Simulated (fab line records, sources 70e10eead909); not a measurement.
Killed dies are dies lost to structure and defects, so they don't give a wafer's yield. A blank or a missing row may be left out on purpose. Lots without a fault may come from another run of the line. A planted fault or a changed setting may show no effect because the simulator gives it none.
Chamber matching | flow nand_harc | NHARC_P_CONTACT_ETCH_35 on rie_diel-10: 4 sister chambers
The step etches the open film in CF4, target depth 39 nm, time 65 s. 16 wafers are shown with their chamber, then 8 later ones without.

WAFERS WITH THEIR CHAMBER
wafer  | chamber | drypump_motor_current_A (A) | rf_vpp_V (V) | oes_product_au (a.u.)
L075.3 | 3       | 6.7                         | 149.8        | 1.001
L075.4 | 0       | 6.2                         | 151.5        | 0.996
L075.5 | 1       | 5.1                         | 153.4        | 1.001
L077.2 | 1       | 5.0                         | 152.0        | 1.008
L077.3 | 3       | 6.8                         | 149.1        | 1.003
L077.4 | 0       | 6.2                         | 151.0        | 1.008
L079.3 | 1       | 5.0                         | 153.8        | 0.997
L079.4 | 2       | 6.2                         | 153.7        | 0.990
L079.5 | 3       | 6.7                         | 149.9        | 0.990
L081.2 | 2       | 6.2                         | 153.2        | 0.982
L081.4 | 1       | 5.0                         | 153.3        | 0.995
L081.5 | 2       | 6.2                         | 152.5        | 0.986
L083.1 | 2       | 6.2                         | 152.8        | 0.993
L083.4 | 3       | 6.7                         | 149.3        | 0.993
L083.5 | 1       | 5.1                         | 152.4        | 0.997
L087.1 | 1       | 5.0                         | 152.2        | 1.012

SIGNATURES (means of the wafers above)
reading                 | chamber 0 | chamber 1 | chamber 2 | chamber 3 | scatter within a chamber
drypump_motor_current_A | 6.200     | 5.033     | 6.200     | 6.725     | 0.0417
rf_vpp_V                | 151.250   | 152.850   | 153.050   | 149.525   | 0.587
oes_product_au          | 1.00200   | 1.00167   | 0.98775   | 0.99675   | 0.00641
Rule: a wafer's distance from a chamber is the root of the sum, over the readings, of the square of ((its reading less the chamber's mean) divided by the reading's scatter). The wafer belongs to the nearest chamber; if the next one is less than 2 further off, it can't be placed. The scatter: the root of (the sum of the squares of (reading less its chamber's mean) over the shown wafers, divided by (wafers less chambers)).

WAFERS WITHOUT THEIR CHAMBER
wafer  | drypump_motor_current_A (A) | rf_vpp_V (V) | oes_product_au (a.u.)
L087.2 | 6.2                         | 152.2        | 1.002
L087.4 | 6.2                         | 152.9        | 1.001
L090.1 | 6.2                         | 151.4        | 1.001
L090.3 | 6.2                         | 150.0        | 1.001
L090.5 | 6.2                         | 150.5        | 0.995
L096.3 | 6.2                         | 153.0        | 0.993
L096.4 | 6.2                         | 151.2        | 1.009
L096.5 | 6.2                         | 151.8        | 1.002

WHICH CHAMBER EACH WENT THROUGH
wafer  | from the rows above     | in truth
L087.2 | can't be placed: 0 or 2 | 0
L087.4 | can't be placed: 2 or 0 | 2
L090.1 | 0                       | 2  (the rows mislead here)
L090.3 | 0                       | 0
L090.5 | 0                       | 0
L096.3 | 2                       | 2
L096.4 | 0                       | 0
L096.5 | 0                       | 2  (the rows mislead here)
Placed correctly: 4 of 8. Can't be placed from these rows: 2 (the true chamber is among the candidates in 2). Placed wrongly: 2.
